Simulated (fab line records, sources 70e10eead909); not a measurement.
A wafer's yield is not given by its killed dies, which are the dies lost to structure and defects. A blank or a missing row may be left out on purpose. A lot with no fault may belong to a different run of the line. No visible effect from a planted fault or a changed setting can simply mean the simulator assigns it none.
A single fault, viewed from 2 desks :: flow nand-harc :: only its own numbers are on each desk; what lay behind them is given at the end

== THE TOOL OWNER'S DESK: rie-diel-08 ==
The tool's own readings at NHARC_A_CHANNEL_HOLE_D1_ETCH_34 (etches the open film in CF4/CHF3, target depth 154 nm, time 77 s): means of the sampled wafers that have a number, for each lot that ran on this tool. A lot is out of limits, marked OUT, if its mean lies more than 4 standard deviations from the usual mean; the brackets give that distance.
Columns: A = cf4-flow-sccm at NHARC_A_CHANNEL_HOLE_D1_ETCH_34, usual 99.98 sccm; B = drypump-motor-current-A at NHARC_A_CHANNEL_HOLE_D1_ETCH_34, usual 5.7 A; C = oes-product-au at NHARC_A_CHANNEL_HOLE_D1_ETCH_34, usual 0.951 a.u.; D = rf-vpp-V at NHARC_A_CHANNEL_HOLE_D1_ETCH_34, usual 370.6 V; E = run-length-s at NHARC_A_CHANNEL_HOLE_D1_ETCH_34, usual 98.2 s; F = showerhead-plenum-p-Torr at NHARC_A_CHANNEL_HOLE_D1_ETCH_34, usual 1.57 Torr; G = throttle-valve-pct at NHARC_A_CHANNEL_HOLE_D1_ETCH_34, usual 16.803 %
lot: L592
first seen here: day 8 21:13
A: 99.73
B: 5.8
C: 0.922
D: 369.8
E: 98.3
F: 1.57
G: 16.802

lot: L598
first seen here: day 11 22:44
A: 100.12
B: 5.8
C: 0.940
D: 370.4
E: 98.2
F: 1.57
G: 16.810

lot: L600
first seen here: day 12 06:39
A: 100.28
B: 5.8
C: 0.925
D: 371.0
E: 98.1
F: 1.57
G: 16.797

lot: L601
first seen here: day 12 13:56
A: 99.58
B: 5.7
C: 0.927
D: 372.5
E: 98.3
F: 1.63
G: 16.802

lot: L603
first seen here: day 13 04:02
A: 100.08
B: 5.5
C: 0.966
D: 371.3
E: 98.2
F: 1.60
G: 16.795

lot: L611
first seen here: day 17 05:40
A: 99.96
B: 5.7
C: 0.973
D: 371.8
E: 96.2 (-4.5) OUT
F: 1.63
G: 16.796

lot: L612
first seen here: day 17 07:35
A: 100.17
B: 6.1
C: 0.981
D: 369.9
E: 96.1 (-4.7) OUT
F: 1.56
G: 16.795
This desk's finding: out of limits on L611, L612; first on L611, day 17 05:40 (run-length-s at NHARC_A_CHANNEL_HOLE_D1_ETCH_34). In limits: L592, L598, L600, L601, L603.

== THE METROLOGY DESK ==
What the gauges read for every lot (on any tool): the sampled wafers with a number, averaged. A lot is out of limits, marked OUT, if its mean lies more than 4 standard deviations from the usual mean; the brackets give that distance.
Columns: A = thk-nm at NHARC_A_ONON_D1_THK_MEAS_24, usual 1001 nm
lot: L592
first seen here: day 8 16:09
A: 1017

lot: L593
first seen here: day 9 06:01
A: 990

lot: L594
first seen here: day 9 06:02
A: 992

lot: L595
first seen here: day 10 12:56
A: 1018

lot: L598
first seen here: day 11 13:37
A: 985

lot: L600
first seen here: day 12 01:06
A: 996

lot: L601
first seen here: day 12 09:00
A: 1005

lot: L603
first seen here: day 12 23:01
A: 996

lot: L602
first seen here: day 13 04:10
A: 1004

lot: L605
first seen here: day 14 07:10
A: 995

lot: L611
first seen here: day 16 20:01
A: 1010

lot: L612
first seen here: day 16 20:02
A: 992
Finding of this desk: none of the 12 lots has anything out of limits.

== ALL TOGETHER ==
On L611, L612, at day 17 05:40, an alarm was possible from the tool owner's desk.
Metrology desk: nothing out of limits seen.
The metrology desk has L611, L612 on record, within its limits.
NHARC_A_CHANNEL_HOLE_D1_ETCH_34 was run on rie-diel-08 by each of the lots named.

== WHAT HAD BEEN PUT IN BY THE SIMULATOR ==
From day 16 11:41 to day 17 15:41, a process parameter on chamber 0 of rie-diel-08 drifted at NHARC_A_CHANNEL_HOLE_D1_ETCH_34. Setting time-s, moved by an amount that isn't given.
Struck lots among those shown: L611, L612.
Delay in hours, fault start to first out-of-limits reading, by desk: the tool owner's desk at 18.
